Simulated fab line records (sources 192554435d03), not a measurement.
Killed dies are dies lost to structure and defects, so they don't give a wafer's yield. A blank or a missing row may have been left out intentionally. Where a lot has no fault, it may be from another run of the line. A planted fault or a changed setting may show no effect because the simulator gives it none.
fab line records -- flow n5_finfet
record lots=15, wafers=45, last_day=18
route steps=1938 shown BEOL_M11@1599 BEOL_M12@1603
lots untouched by any fault: they come from a run of this same line in which no faults occurred
start_h: hours from the record's opening day to when the first of the lot's shown wafers began -- wait_h: time in hours since the lot's previous step -- " the same as in the row above -- L1.1+2: a single row standing in for several wafers -- - no value present, or no start provided -- * or withheld: withheld -- < > ~ a bound
route shown NAME@n: NAME is a module with steps in the file, n the number in the route of the first one -- usual: mean/standard deviation of fault-free wafers -- same: alike in all rows -- chamber/n: place in a boat -- sites: per-site readings -- _std_site: standard deviation of those values -- _edge_site: the outer-site mean with the inner-site mean subtracted -- radius_mm: how far each site lies from the wafer's centre -- mask NAME#n: copy n -- behind: the last tool/chamber to shape the wafer -- hold: the reason the lot was held/the length of the hold in hours/how it ended -- device: which transistor (n, p or np) failed to switch -- end of line: tests run on the same wafers once the route is complete -- a step given without rows: its recipe and nothing more -- killed: dies lost to structure and defects at the first sort, not the wafer's yield -- map: per-die view of a wafer (x killed, . not killed, _ where there is no die)
set.NAME: the run value of the setting; set.NAME@STEP: its run value at that earlier step -- model.NAME: the simulator's own value behind a step, which no gauge read
one table for each step of the route and one row for each wafer, over a sample of lots
services: when a tool's chamber went out of use (start_h, in hours from the record's first day, below 0 if earlier), for how many hours, and the reason
## steps
# step N5_BEOL_M11_DEP_56
# recipe material=SiCN, target_thk_a=300, temp_c=withheld, precursor=3MS/NH3, pressure_torr=3, rf_w=675, time_s=10.5
# usual showerhead_plenum_p_Torr=4.164/0.013, throttle_valve_pct=18.0/1
lot.wafer,tool,chamber,start_h,wait_h,showerhead_plenum_p_Torr,throttle_valve_pct
L572.1,pecvd-03,0,254.88,0.0,4.147,16.9
L572.3,pecvd-03,2,254.88,0.0,4.159,16.8
L572.6,pecvd-03,2,254.88,0.0,4.161,16.9
L573.1,pecvd-02,1,262.53,0.0,4.172,18.4
L573.3,pecvd-02,0,262.53,0.0,4.153,17.4
L573.6,pecvd-02,1,262.53,0.0,4.158,18.3
L571.2,pecvd-02,2,263.14,0.0,4.163,17.2
L571.4,pecvd-02,0,263.14,0.0,4.160,17.5
L571.6,pecvd-02,1,263.14,0.0,4.169,18.3
L575.3,pecvd-04,0,280.00,0.0,4.145,18.3
L575.4,pecvd-04,0,280.00,0.0,4.158,18.2
L575.6,pecvd-04,2,280.00,0.0,4.155,18.1
L570.1,pecvd-04,1,285.69,0.0,4.191,21.2
L570.5,pecvd-04,2,285.69,0.0,4.158,18.3
L570.6,pecvd-04,1,285.69,0.0,4.212,21.3
L580.1,pecvd-02,2,302.33,0.0,4.166,17.0
L580.2,pecvd-02,1,302.33,0.0,4.147,18.3
L580.6,pecvd-02,2,302.33,0.0,4.176,17.1
L579.1,pecvd-02,2,302.58,0.0,4.162,17.1
L579.2,pecvd-02,0,302.58,0.0,4.156,17.7
L579.4,pecvd-02,0,302.58,0.0,4.158,17.6
L582.1,pecvd-02,2,323.45,0.0,4.163,17.0
L582.3,pecvd-02,0,323.45,0.0,4.169,17.9
L582.6,pecvd-02,1,323.45,0.0,4.154,18.2
L583.1,pecvd-02,0,341.01,0.0,4.163,17.7
L583.3,pecvd-02,2,341.01,0.0,4.176,17.2
L583.6,pecvd-02,2,341.01,0.0,4.159,17.1
L584.2,pecvd-02,1,341.73,0.0,4.149,18.0
L584.3,pecvd-02,0,341.73,0.0,4.162,17.6
L584.5,pecvd-02,0,341.73,0.0,4.160,17.7
L585.2,pecvd-02,1,348.18,0.0,4.164,18.2
L585.3,pecvd-02,2,348.18,0.0,4.165,17.3
L585.4,pecvd-02,1,348.18,0.0,4.162,18.5
L586.1,pecvd-03,2,359.15,0.0,4.171,17.3
L586.4,pecvd-03,2,359.15,0.0,4.178,17.4
L586.5,pecvd-03,0,359.15,0.0,4.150,17.0
L588.3,pecvd-04,0,359.72,0.0,4.157,18.4
L588.4,pecvd-04,2,359.72,0.0,4.169,18.6
L588.6,pecvd-04,0,359.72,0.0,4.161,18.5
L589.1,pecvd-04,0,377.33,0.0,4.149,18.3
L589.2,pecvd-04,2,377.33,0.0,4.159,18.8
L589.4,pecvd-04,0,377.33,0.0,4.154,18.2
L593.2,pecvd-03,2,394.21,0.0,4.175,17.5
L593.4,pecvd-03,1,394.21,0.0,4.178,18.0
L593.5,pecvd-03,0,394.21,0.0,4.152,17.4
# step N5_BEOL_M12_THK_MEAS_01
# recipe reads=SiOC_of_BEOL_M12_ILD_DEP_00
# usual M12_ILD_THK=662/9.3
lot.wafer,tool,chamber,start_h,wait_h,M12_ILD_THK[nm]
L572.1,film_metro-02,-,255.19,0.1,655
L572.3,film_metro-02,-,255.19,0.1,665
L572.6,film_metro-02,-,255.19,0.1,660
L573.1,film_metro-01,-,262.78,0.1,654
L573.3,film_metro-01,-,262.78,0.1,647
L573.6,film_metro-01,-,262.78,0.1,658
L571.2,film_metro-01,-,263.40,0.1,654
L571.4,film_metro-01,-,263.40,0.1,670
L571.6,film_metro-01,-,263.40,0.1,673
L575.3,film_metro-02,-,280.26,0.1,660
L575.4,film_metro-02,-,280.26,0.1,668
L575.6,film_metro-02,-,280.26,0.1,669
L570.1,film_metro-01,-,285.95,0.1,644
L570.5,film_metro-01,-,285.95,0.1,661
L570.6,film_metro-01,-,285.95,0.1,660
L580.1,film_metro-01,-,302.59,0.1,665
L580.2,film_metro-01,-,302.59,0.1,664
L580.6,film_metro-01,-,302.59,0.1,663
L579.1,film_metro-01,-,302.83,0.1,645
L579.2,film_metro-01,-,302.83,0.1,651
L579.4,film_metro-01,-,302.83,0.1,666
L582.1,film_metro-01,-,323.71,0.1,658
L582.3,film_metro-01,-,323.71,0.1,655
L582.6,film_metro-01,-,323.71,0.1,667
L583.1,film_metro-01,-,341.28,0.1,660
L583.3,film_metro-01,-,341.28,0.1,647
L583.6,film_metro-01,-,341.28,0.1,651
L584.2,film_metro-02,-,341.99,0.1,652
L584.3,film_metro-02,-,341.99,0.1,666
L584.5,film_metro-02,-,341.99,0.1,666
L585.2,film_metro-02,-,348.44,0.1,660
L585.3,film_metro-02,-,348.44,0.1,656
L585.4,film_metro-02,-,348.44,0.1,668
L586.1,film_metro-01,-,359.40,0.1,657
L586.4,film_metro-01,-,359.40,0.1,667
L586.5,film_metro-01,-,359.40,0.1,669
L588.3,film_metro-01,-,359.97,0.1,665
L588.4,film_metro-01,-,359.97,0.1,666
L588.6,film_metro-01,-,359.97,0.1,684
L589.1,film_metro-02,-,377.58,0.1,667
L589.2,film_metro-02,-,377.58,0.1,666
L589.4,film_metro-02,-,377.58,0.1,679
L593.2,film_metro-02,-,394.46,0.1,647
L593.4,film_metro-02,-,394.46,0.1,671
L593.5,film_metro-02,-,394.46,0.1,660
# step N5_BEOL_M12_DESCUM_15
# recipe chemistry=O2, time_s=7.9, source_power_w=50, bias_power_w=20, pressure_mtorr=20, rf_frequency_hz=2.712e+07, temp_c=40, o2_flow_sccm=225
# usual drypump_motor_current_A=5.5/0.54, oes_product_au=0.78/0.065, rf_vpp_V=243.8/1.3, showerhead_plenum_p_Torr=2.14/0.071, throttle_valve_pct=20.60/0.18
lot.wafer,tool,chamber,start_h,wait_h,drypump_motor_current_A,oes_product_au,rf_hours_counter_h,rf_vpp_V,showerhead_plenum_p_Torr,throttle_valve_pct
L572.1,rie_diel-03,3,255.95,0.3,6.3,0.97,8,245.8,2.25,20.50
L572.3,rie_diel-03,1,255.95,0.3,5.2,0.78,144,243.4,2.11,20.57
L572.6,rie_diel-03,3,255.95,0.3,6.3,0.98,-,245.2,2.25,20.50
L573.1,rie_diel-03,1,263.17,0.0,5.2,0.77,147,242.8,2.11,20.56
L573.3,rie_diel-03,2,263.17,0.0,5.3,0.73,152,242.9,2.11,20.95
L573.6,rie_diel-03,3,263.17,0.0,6.3,0.95,-,246.1,2.25,20.49
L571.2,rie_diel-05,1,263.80,0.0,5.7,0.82,101,242.0,2.03,20.47
L571.4,rie_diel-05,3,263.80,0.0,4.6,0.80,94,245.0,2.21,20.58
L571.6,rie_diel-05,0,263.80,0.0,6.2,0.81,-,242.9,2.04,20.80
L575.3,rie_diel-05,3,280.67,0.0,4.6,0.81,-,246.1,2.20,20.60
L575.4,rie_diel-05,2,280.67,0.0,5.6,0.83,-,244.9,2.20,20.43
L575.6,rie_diel-05,2,280.67,0.0,5.6,0.83,-,244.8,2.20,20.43
L570.1,rie_diel-05,2,286.70,0.3,5.6,0.82,89,245.4,2.20,20.44
L570.5,rie_diel-05,1,286.70,0.3,5.6,0.81,-,241.5,2.03,20.47
L570.6,rie_diel-05,2,286.70,0.3,5.6,0.82,-,244.4,2.20,20.44
L580.1,rie_diel-05,1,302.98,0.0,5.7,0.80,111,241.3,2.02,20.49
L580.2,rie_diel-05,2,302.98,0.0,5.6,0.82,95,244.3,2.20,20.45
L580.6,rie_diel-05,0,302.98,0.0,6.2,0.80,-,241.7,2.04,20.83
L579.1,rie_diel-01,1,303.29,0.1,5.2,0.82,87,243.9,2.13,20.55
L579.2,rie_diel-01,3,303.29,0.1,5.4,0.69,228,244.6,2.14,20.36
L579.4,rie_diel-01,0,303.29,0.1,6.4,0.78,135,243.4,2.09,20.21
L582.1,rie_diel-01,0,324.18,0.1,6.3,0.78,141,242.5,2.09,20.21
L582.3,rie_diel-01,3,324.18,0.1,5.4,0.68,235,243.2,2.14,20.39
L582.6,rie_diel-01,1,324.18,0.1,5.2,0.81,-,244.0,2.13,20.57
L583.1,rie_diel-05,0,341.68,0.0,6.2,0.78,128,242.8,2.03,20.85
L583.3,rie_diel-05,1,341.68,0.0,5.7,0.79,125,242.7,2.02,20.51
L583.6,rie_diel-05,3,341.68,0.0,4.6,0.78,-,243.1,2.19,20.62
L584.2,rie_diel-05,0,342.50,0.0,6.2,0.78,128,242.8,2.03,20.85
L584.3,rie_diel-05,2,342.50,0.0,5.6,0.80,109,244.2,2.19,20.46
L584.5,rie_diel-05,2,342.50,0.0,5.6,0.81,-,245.3,2.19,20.47
L585.2,rie_diel-03,0,348.98,0.1,5.7,0.70,207,244.5,2.15,20.53
L585.3,rie_diel-03,2,348.98,0.1,5.3,0.70,182,243.0,2.10,20.99
L585.4,rie_diel-03,3,348.98,0.1,6.3,0.90,-,244.7,2.24,20.54
L586.1,rie_diel-03,2,359.80,0.0,5.3,0.71,186,243.7,2.09,20.99
L586.4,rie_diel-03,1,359.80,0.0,5.2,0.75,174,243.6,2.10,20.60
L586.5,rie_diel-03,1,359.80,0.0,5.2,0.74,-,243.4,2.10,20.59
L588.3,rie_diel-05,3,360.49,0.0,4.6,0.78,129,244.0,2.19,20.63
L588.4,rie_diel-05,0,360.49,0.0,6.2,0.78,134,242.1,2.03,20.85
L588.6,rie_diel-05,3,360.49,0.0,4.6,0.77,-,244.6,2.19,20.64
L589.1,rie_diel-03,1,378.10,0.0,5.3,0.75,180,242.0,2.10,20.62
L589.2,rie_diel-03,0,378.10,0.0,5.7,0.70,218,243.5,2.15,20.56
L589.4,rie_diel-03,2,378.10,0.0,5.3,0.71,192,242.6,2.09,21.00
L593.2,rie_diel-03,2,394.92,0.1,5.3,0.70,198,243.5,2.09,21.00
L593.4,rie_diel-03,0,394.92,0.1,5.7,0.69,224,243.8,2.15,20.57
L593.5,rie_diel-03,0,394.92,0.1,5.6,0.68,-,245.7,2.15,20.59
# step N5_BEOL_M12_DEVELOP_27
# recipe develop_time_s=45, rinse_liquid=diw, dry=air_spin, dev_temp_c=21
# usual chill_plate_temp_C=23.01/0.11, develop_time_s=45/0, exhaust_pa=45.0/1
lot.wafer,tool,chamber,start_h,wait_h,chill_plate_temp_C,develop_time_s,exhaust_pa
L572.1,litho_track-04,0,256.66,-,22.87,45,45.8
L572.3,litho_track-04,0,256.66,-,22.87,45,44.7
L572.6,litho_track-04,0,256.66,-,22.95,45,43.9
L573.1,litho_track-04,0,263.88,-,23.21,45,45.4
L573.3,litho_track-04,0,263.88,-,23.22,45,43.8
L573.6,litho_track-04,0,263.88,-,23.13,45,45.1
L571.2,litho_track-05,0,264.51,-,23.02,45,45.7
L571.4,litho_track-05,0,264.51,-,23.00,45,45.9
L571.6,litho_track-05,0,264.51,-,23.09,45,45.5
L575.3,litho_track-03,0,281.62,-,22.99,45,45.4
L575.4,litho_track-03,0,281.62,-,22.92,45,44.5
L575.6,litho_track-03,0,281.62,-,23.00,45,44.7
L570.1,litho_track-05,0,287.54,-,23.03,45,45.7
L570.5,litho_track-05,0,287.54,-,23.00,45,46.0
L570.6,litho_track-05,0,287.54,-,22.93,45,46.2
L580.1,litho_track-04,0,303.82,-,22.92,45,43.9
L580.2,litho_track-04,0,303.82,-,23.07,45,44.6
L580.6,litho_track-04,0,303.82,-,22.93,45,44.0
L579.1,litho_track-03,0,304.13,-,23.32,45,45.0
L579.2,litho_track-03,0,304.13,-,23.17,45,46.4
L579.4,litho_track-03,0,304.13,-,23.06,45,45.5
L582.1,litho_track-04,0,324.89,-,22.70,45,46.8
L582.3,litho_track-04,0,324.89,-,23.01,45,45.6
L582.6,litho_track-04,0,324.89,-,22.81,45,46.3
L583.1,litho_track-03,0,342.39,-,23.08,45,43.5
L583.3,litho_track-03,0,342.39,-,22.78,45,42.6
L583.6,litho_track-03,0,342.39,-,22.74,45,45.9
L584.2,litho_track-04,0,343.21,-,23.21,45,45.0
L584.3,litho_track-04,0,343.21,-,23.07,45,44.5
L584.5,litho_track-04,0,343.21,-,22.96,45,44.1
L585.2,litho_track-03,0,349.69,-,23.11,45,44.7
L585.3,litho_track-03,0,349.69,-,22.98,45,43.6
L585.4,litho_track-03,0,349.69,-,22.99,45,44.7
L586.1,litho_track-04,-,360.63,-,-,-,-
L586.4,litho_track-04,-,360.63,-,-,-,-
L586.5,litho_track-04,-,360.63,-,-,-,-
L588.3,litho_track-03,-,361.20,-,-,-,-
L588.4,litho_track-03,-,361.20,-,-,-,-
L588.6,litho_track-03,-,361.20,-,-,-,-
L589.1,litho_track-04,-,378.81,-,-,-,-
L589.2,litho_track-04,-,378.81,-,-,-,-
L589.4,litho_track-04,-,378.81,-,-,-,-
L593.2,litho_track-05,0,395.63,-,22.90,45,46.5
L593.4,litho_track-05,0,395.63,-,23.09,45,44.6
L593.5,litho_track-05,0,395.63,-,23.04,45,45.0
## services
tool,chamber,start_h,hours,kind
pecvd-02,1,238.05,21.2,repair
rie_diel-01,-,238.12,15.6,pm
litho_track-03,-,257.94,-,consumable_replace:filter
pecvd-02,-,260.45,0.9,repair
rie_diel-01,1,263.76,3.0,repair
pecvd-03,2,264.54,2.1,scheduled_down
rie_diel-05,1,270.84,14.1,repair
pecvd-03,0,271.69,5.5,scheduled_down
pecvd-02,0,289.71,5.5,scheduled_down
pecvd-04,1,295.10,2.1,scheduled_down
pecvd-02,1,295.17,5.0,scheduled_down
pecvd-03,2,305.46,5.5,scheduled_down
pecvd-02,0,317.96,2.1,scheduled_down
rie_diel-01,-,322.39,0.2,repair
rie_diel-03,1,336.08,13.1,repair
pecvd-04,0,342.55,3.9,repair
pecvd-04,0,351.59,2.1,scheduled_down
pecvd-04,1,355.05,5.5,scheduled_down
rie_diel-01,3,372.47,-,clean
pecvd-04,1,383.62,-,clean
pecvd-04,1,383.62,-,consumable_replace:showerhead
pecvd-04,1,383.62,29.0,scheduled_down
pecvd-04,1,383.62,29.0,vent_cycle
rie_diel-05,3,389.66,9.0,repair
## key
first_sign step=N5_BEOL_M12_DEVELOP_27, reading=tool_record, direction=missing
effect none on later readings
met_at N5_BEOL_M12_DEVELOP_27
struck_lots L586,L588,L589
later_rows_left_out L586.1,L586.4,L586.5,L588.3,L588.4,L588.6,L589.1,L589.2,L589.4
sort_left_out L586.1,L586.4,L586.5,L588.3,L588.4,L588.6,L589.1,L589.2,L589.4
not_acting_at N5_BEOL_M11_DEP_56,N5_BEOL_M12_THK_MEAS_01,N5_BEOL_M12_DESCUM_15
onset_between 349.69 360.63
fault kind=skipped_step_whole, tool=litho_track-03,litho_track-04, chamber=-, onset_h=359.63, steps=N5_BEOL_M12_DEVELOP_27, scope=struck_lots_only
# sort_left_out: the simulated sort isn't trusted on such a fault, so these wafers' sort isn't shown, and their yield isn't known
# later_rows_left_out: the simulator's readings of these wafers behind a module that went badly wrong aren't trusted and aren't shown, but for the sort
